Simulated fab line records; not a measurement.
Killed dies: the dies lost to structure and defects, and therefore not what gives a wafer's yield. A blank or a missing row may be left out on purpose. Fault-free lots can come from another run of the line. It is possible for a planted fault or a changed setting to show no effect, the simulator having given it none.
2 desks, one fault / flow n5_finfet / only its own numbers are on each desk; what lay behind them is given at the end

AT THE METROLOGY DESK
What the gauges read, lot by lot, whatever tool the lot ran on: means of the sampled wafers that have a number. The brackets show how far a lot's mean lies from the usual mean; more than 4 standard deviations puts the lot out of limits, marked OUT. Of its 26 readings 7 are shown: the one that was out of limits first, and those that lie furthest out on some lot.
Columns: A = trench_depth_nm at N5_BEOL_M7_OCD_MEAS_38, usual 93.0 nm; B = M7_THK at N5_BEOL_M7_THK_MEAS_53, usual 78.8 nm; C = M7_RS at N5_BEOL_M7_RS_MEAS_57, usual 0.289 ohm/sq; D = COMB_M6 at N5_BEOL_M15_RC_MEAS_101, usual 2.5e-11 S/m; E = SERP_M13 at N5_BEOL_M15_RC_MEAS_101, usual 0.309 ohm/um; F = SERP_M13_max_site at N5_BEOL_M15_RC_MEAS_101, usual 0.313 ohm/um; G = SERP_M7 at N5_BEOL_M15_RC_MEAS_101, usual 14.0 ohm/um
lot=L100; first seen here=day 11 14:17; A=91.8; B=78.0; C=0.292; D=2.2e-11; E=0.308; F=0.312; G=14.4
lot=L104; first seen here=day 12 23:05; A=97.8; B=84.5; C=0.270; D=2.1e-11; E=0.297; F=0.300; G=13.4
lot=L108; first seen here=day 13 07:57; A=104.3 (+5.6) OUT; B=89.9 (+4.3) OUT; C=0.249; D=3.2e-11; E=0.313; F=0.318; G=12.7
lot=L117; first seen here=day 15 08:42; A=93.5; B=77.0; C=0.296; D=3.7e-11; E=0.312; F=0.317; G=14.2
lot=L118; first seen here=day 16 02:17; A=93.4; B=80.1; C=0.284; D=2.0e-11; E=0.307; F=0.312; G=13.9
lot=L121; first seen here=day 16 17:45; A=93.6; B=78.8; C=0.289; D=3.2e-11; E=0.313; F=0.316; G=14.2
lot=L119; first seen here=day 16 17:46; A=93.1; B=77.5; C=0.293; D=2.4e-11; E=0.306; F=0.309; G=14.0
This desk's finding: out of limits on L108; first on L108, day 13 07:57 (trench_depth_nm at N5_BEOL_M7_OCD_MEAS_38). L100, L104, L117, L118, L121, L119 stayed within limits.

TOOL OWNER'S DESK, rie_diel-03
The tool's own readings at N5_BEOL_M7_TRENCH_ETCH_37 (etches SiCOH lowk in C4F6/O2, target depth 93.478 nm, time 31.2 s): means of the sampled wafers that have a number, for each lot that ran on this tool. The brackets show how far a lot's mean lies from the usual mean; more than 4 standard deviations puts the lot out of limits, marked OUT.
Columns: A = drypump_motor_current_A at N5_BEOL_M7_TRENCH_ETCH_37, usual 5.7 A; B = oes_f_703_au at N5_BEOL_M7_TRENCH_ETCH_37, usual 0.78 a.u.; C = oes_product_au at N5_BEOL_M7_TRENCH_ETCH_37, usual 0.78 a.u.; D = rf_vpp_V at N5_BEOL_M7_TRENCH_ETCH_37, usual 668 V; E = run_length_s at N5_BEOL_M7_TRENCH_ETCH_37, usual 54.6 s; F = showerhead_plenum_p_Torr at N5_BEOL_M7_TRENCH_ETCH_37, usual 2.85 Torr; G = throttle_valve_pct at N5_BEOL_M7_TRENCH_ETCH_37, usual 20.95 %
lot=L100; first seen here=day 11 14:07; A=5.2; B=0.73; C=0.71; D=666; E=54.4; F=2.93; G=21.16
lot=L104; first seen here=day 12 22:56; A=6.2; B=0.78; C=0.80; D=680; E=57.0 (+5.5) OUT; F=2.86; G=20.87
lot=L108; first seen here=day 13 07:47; A=5.8; B=0.76; C=0.76; D=674; E=58.9 (+9.7) OUT; F=2.88; G=21.03
lot=L118; first seen here=day 16 02:07; A=5.1; B=0.80; C=0.78; D=665; E=54.6; F=2.92; G=21.08
lot=L119; first seen here=day 16 17:36; A=6.3; B=0.74; C=0.75; D=676; E=54.6; F=2.83; G=20.97
This desk's finding: out of limits on L104, L108; first on L104, day 12 22:56 (run_length_s at N5_BEOL_M7_TRENCH_ETCH_37). L100, L118, L119 stayed within limits.

BROUGHT TOGETHER
The tool owner's desk had the chance to raise an alarm at day 12 22:56 on L104, L108.
L108 would have let the metrology desk raise an alarm at day 13 07:57.
The metrology desk has L104 on record, within its limits.
All the named lots went through N5_BEOL_M7_TRENCH_ETCH_37 on rie_diel-03.

WHAT WAS PUT IN BY THE SIMULATOR
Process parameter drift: rie_diel-03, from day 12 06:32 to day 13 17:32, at N5_BEOL_M7_TRENCH_ETCH_37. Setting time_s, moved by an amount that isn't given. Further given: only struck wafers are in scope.
Lots struck among those shown: L104, L108.
Time in hours from fault onset to the first out-of-limits reading at each desk: tool owner's desk 16, metrology desk 25.
